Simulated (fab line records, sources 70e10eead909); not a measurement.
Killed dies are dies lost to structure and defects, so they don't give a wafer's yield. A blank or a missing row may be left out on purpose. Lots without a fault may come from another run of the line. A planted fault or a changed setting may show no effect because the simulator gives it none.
Chamber matching | flow nand_harc | NHARC_A_CONTACT_ETCH_75 on rie_diel-08: 4 sister chambers
The step etches the open film in CF4, target depth 39 nm, time 65 s. 36 wafers are shown with their chamber, then 12 later ones without.

WAFERS WITH THEIR CHAMBER
wafer  | chamber | drypump_motor_current_A (A) | showerhead_plenum_p_Torr (Torr) | oes_product_au (a.u.)
L074.3 | 1       | 5.8                         | 1.79                            | 0.995
L074.4 | 0       | 6.8                         | 1.82                            | 1.009
L074.5 | 3       | 5.4                         | 1.69                            | 1.026
L075.1 | 3       | 5.4                         | 1.69                            | 1.015
L075.2 | 2       | 5.4                         | 1.71                            | 0.977
L075.5 | 3       | 5.3                         | 1.69                            | 1.011
L077.1 | 3       | 5.4                         | 1.68                            | 1.004
L077.4 | 0       | 6.8                         | 1.81                            | 1.007
L077.5 | 2       | 5.4                         | 1.71                            | 0.996
L079.4 | 1       | 5.8                         | 1.79                            | 0.986
L079.5 | 0       | 6.8                         | 1.81                            | 1.008
L079.6 | 1       | 5.8                         | 1.79                            | 0.984
L080.3 | 0       | 6.8                         | 1.81                            | 1.004
L080.4 | 3       | 5.3                         | 1.68                            | 0.993
L080.6 | 3       | 5.4                         | 1.68                            | 1.008
L081.1 | 1       | 5.8                         | 1.79                            | 0.982
L081.4 | 3       | 5.4                         | 1.68                            | 1.010
L081.5 | 0       | 6.8                         | 1.81                            | 1.006
L082.1 | 1       | 5.7                         | 1.79                            | 0.986
L082.2 | 2       | 5.4                         | 1.71                            | 1.004
L082.3 | 3       | 5.4                         | 1.68                            | 0.999
L083.1 | 2       | 5.4                         | 1.70                            | 0.996
L083.3 | 0       | 6.8                         | 1.81                            | 0.990
L083.6 | 2       | 5.3                         | 1.70                            | 1.000
L084.1 | 2       | 5.3                         | 1.70                            | 1.009
L084.2 | 3       | 5.3                         | 1.68                            | 1.002
L084.5 | 2       | 5.4                         | 1.70                            | 1.003
L089.1 | 0       | 6.8                         | 1.81                            | 0.996
L089.2 | 3       | 5.4                         | 1.68                            | 1.009
L089.4 | 1       | 5.7                         | 1.79                            | 0.986
L090.3 | 3       | 5.4                         | 1.68                            | 1.003
L090.4 | 2       | 5.4                         | 1.70                            | 1.001
L090.5 | 1       | 5.8                         | 1.79                            | 0.982
L091.1 | 0       | 6.8                         | 1.81                            | 1.008
L091.4 | 3       | 5.4                         | 1.68                            | 1.006
L091.5 | 3       | 5.4                         | 1.68                            | 1.005

SIGNATURES (means of the wafers above)
reading                  | chamber 0 | chamber 1 | chamber 2 | chamber 3 | scatter within a chamber
drypump_motor_current_A  | 6.800     | 5.771     | 5.375     | 5.377     | 0.0405
showerhead_plenum_p_Torr | 1.8113    | 1.7900    | 1.7037    | 1.6823    | 0.00398
oes_product_au           | 1.00350   | 0.98586   | 0.99825   | 1.00700   | 0.00762
Rule: a wafer's distance from a chamber is the root of the sum, over the readings, of the square of ((its reading less the chamber's mean) divided by the reading's scatter). The wafer belongs to the nearest chamber; if the next one is less than 2 further off, it can't be placed. The scatter: the root of (the sum of the squares of (reading less its chamber's mean) over the shown wafers, divided by (wafers less chambers)).

WAFERS WITHOUT THEIR CHAMBER
wafer  | drypump_motor_current_A (A) | showerhead_plenum_p_Torr (Torr) | oes_product_au (a.u.)
L092.1 | 6.8                         | 1.81                            | 1.004
L092.2 | 5.4                         | 1.70                            | 1.003
L092.3 | 5.7                         | 1.78                            | 0.994
L093.1 | 6.8                         | 1.81                            | 1.011
L093.4 | 5.7                         | 1.78                            | 0.998
L093.5 | 5.8                         | 1.78                            | 0.996
L097.1 | 5.3                         | 1.70                            | 1.000
L097.2 | 5.4                         | 1.68                            | 0.998
L097.6 | 5.3                         | 1.70                            | 1.002
L096.1 | 5.8                         | 1.78                            | 0.996
L096.2 | 5.4                         | 1.68                            | 1.005
L096.5 | 5.4                         | 1.68                            | 1.002

WHICH CHAMBER EACH WENT THROUGH
wafer  | from the rows above | in truth
L092.1 | 0                   | 0
L092.2 | 2                   | 2
L092.3 | 1                   | 1
L093.1 | 0                   | 0
L093.4 | 1                   | 1
L093.5 | 1                   | 1
L097.1 | 2                   | 2
L097.2 | 3                   | 3
L097.6 | 2                   | 2
L096.1 | 1                   | 1
L096.2 | 3                   | 3
L096.5 | 3                   | 3
Placed correctly: 12 of 12. Can't be placed from these rows: 0. Placed wrongly: 0.
